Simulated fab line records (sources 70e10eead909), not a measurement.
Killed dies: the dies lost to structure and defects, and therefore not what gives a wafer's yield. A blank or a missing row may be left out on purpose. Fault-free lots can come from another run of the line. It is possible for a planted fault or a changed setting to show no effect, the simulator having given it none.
Matching of chambers ; flow nand_harc ; 4 sister chambers for NHARC_A_STAIRCASE_CMP_472 on cmp-03
The step polishes SiO2. 4 wafers are shown with their chamber, then 10 later ones without.

== WAFERS WITH THEIR CHAMBER ==
wafer;chamber;motor_current_A (A)
L083.4;0;13.1
L086.1;3;11.0
L086.5;1;11.9
L087.5;2;12.1

== WAFERS WHOSE CHAMBER IS MISSING ==
wafer;motor_current_A (A)
L087.6;12.0
L093.1;13.5
L093.2;10.5
L093.5;12.1
L094.1;13.2
L094.2;11.3
L094.5;12.0
L095.1;12.1
L095.2;13.0
L095.5;12.1

== WHICH CHAMBER EACH WENT THROUGH ==
wafer;from the rows above;in truth
L087.6;can't be placed: 1 or 2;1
L093.1;0;0
L093.2;3;3
L093.5;can't be placed: 2 or 1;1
L094.1;0;0
L094.2;can't be placed: 3 or 1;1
L094.5;can't be placed: 1 or 2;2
L095.1;can't be placed: 2 or 1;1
L095.2;0;0
L095.5;can't be placed: 2 or 1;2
4 of 10 placed correctly. Not placeable from these rows: 6 (in 6, the candidates include the true chamber). 0 placed wrongly.
How it was worked out, from the rows above alone: a wafer's distance from a chamber is the root of the sum, over the readings, of the square of ((its reading less the chamber's mean) divided by the reading's scatter). The wafer belongs to the nearest chamber; if the next one is less than 2 further off, it can't be placed. For every chamber, the mean is computed from those of its wafers that are shown. The scatter: root of mean squared gap, hidden wafer to nearest shown wafer, with one shown wafer a chamber.
